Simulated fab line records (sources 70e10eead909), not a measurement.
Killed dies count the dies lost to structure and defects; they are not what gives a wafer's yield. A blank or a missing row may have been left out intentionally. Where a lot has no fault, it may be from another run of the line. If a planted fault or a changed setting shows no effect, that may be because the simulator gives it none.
A struck lot beside a sound one / flow nand harc / 14 out of 1302 route steps
Sound: the wafers L493.1, L493.3, L493.4. Struck: wafer L506.1 (left out: L506.3, L506.5 of the same lot, which were not struck); the cause appears at the end.
Per side, at each step with rows, come the tool, then ch with its chambers, and then its first start. Under that, the readings that differ: sound wafers / struck wafers / difference of the means / sigmas: that difference in standard deviations of wafers without a fault.
alike: words and numbers the same on both sides, and readings whose means are apart by under 2 such deviations; not compared: readings that were withheld, readings missing a value for some wafer, numbers with overlapping values and no deviation given by the record, and bounds like >300 which may hide the same value.
Wherever a step has rows on one side only, a row that says differs or no value, or a row with sigmas, the two part there. Numbers that have no deviation but don't overlap get no sigmas and don't part them. A reading that every wafer of one side lacks parts them only if that side has two wafers or more.

first, 4 steps without rows for these wafers: NHARC_A_WL_FILL_STRIP_28 (strips in post etch residue remover, time 1200 s); NHARC_A_WL_FILL_PRECLEAN_06 (cleans in DIW, time 300 s); NHARC_A_WL_FILL_SRD_07; NHARC_A_WL_FILL_ANNEAL_08 (time 1800 s).
NHARC_A_WL_FILL_ALD_10: deposits SiO2, target thk 50 nm, pulse time 10 s, ald cycles 500.
  sound on ald hk-01 ch 0,2,3, day 20 16:21; struck on ald hk-03 ch 0, day 26 22:01
reading=precursor pulse height rel; sound=1.012 0.957 0.985; struck=0.941; difference=-0.044; sigmas=-2
  alike: heater power w
NHARC_A_WL_FILL_ETCHBACK_16: etches the open film in C4F8/O2/Ar, target depth 120 nm, time 24 s.
  sound: rie diel-12 ch 0,1,2; struck: rie diel-11 ch 2
reading=rf hours counter h (h); sound=1.7 1.8 1.4; struck=0.1; difference=-1.5; sigmas=
  alike: oes product au, rf vpp V
NHARC_A_WL_FILL_STRIP_29: strips in O2, time 20 s.
  sound on rie diel-12 ch 0,1,2, day 20 21:06; struck on rie diel-11 ch 2, day 27 02:49
reading=rf hours counter h (h); sound=1.4 1.8 1.7; struck=0.1; difference=-1.5; sigmas=
reading=rf vpp V (V); sound=58.1 58.7 55.6; struck=59.1; difference=+1.6; sigmas=+2
  alike: drypump motor current A, oes product au, showerhead plenum p Torr, throttle valve pct
NHARC_A_WL_FILL_ETCHBACK_17: etches the open film in Cl2/BCl3, target depth 4 nm, time 26.7 s.
  sound on rie metal-01 ch 0,1, day 20 21:13; struck on rie metal-01 ch 1, day 27 02:54
  alike: drypump motor current A, oes product au
  not compared: rf hours counter h
then, 3 steps without rows for these wafers: NHARC_A_WL_FILL_PRECLEAN_18 (cleans in dHF, time 30 s); NHARC_A_WL_FILL_SRD_21; NHARC_A_WL_FILL_CVD_23 (deposits poly-Si, target thk 40 nm, time 800 s).
NHARC_A_WL_FILL_ETCHBACK_26: etches the open film in HBr, target depth 52 nm, time 13.3 s.
  sound on rie si-04 ch 0,2,3, day 21 02:59; struck on rie si-04 ch 0, day 27 08:07
reading=oes product au (a.u.); sound=1.026 1.005 0.998; struck=0.782; difference=-0.228; sigmas=-23
reading=rf hours counter h (h); sound=0.98 0.76 0.84; struck=0.73; difference=-0.13; sigmas=
reading=throttle valve pct (%); sound=23.267 23.266 23.262; struck=23.289; difference=+0.024; sigmas=+3
  alike: drypump motor current A
then, 1 step without rows for these wafers: NHARC_A_WL_FILL_PRECLEAN_30 (cleans in dHF, time 10 s).
-- the record jumps here: 4 days lie between the struck wafers' starts before and after (it left off in module A_WL_FILL and takes up again in module END, whose first step shown is number 1302 of the route) --
NHARC_END_SORT_01:
  at this point the record logs the struck wafers (prober-01 ch 0, day 30 20:32) and has no rows for the sound ones

== WHERE THEY PART ==
First at NHARC_A_WL_FILL_ALD_10; last, within this record, at NHARC_END_SORT_01.

WHY: the cause the simulator had injected
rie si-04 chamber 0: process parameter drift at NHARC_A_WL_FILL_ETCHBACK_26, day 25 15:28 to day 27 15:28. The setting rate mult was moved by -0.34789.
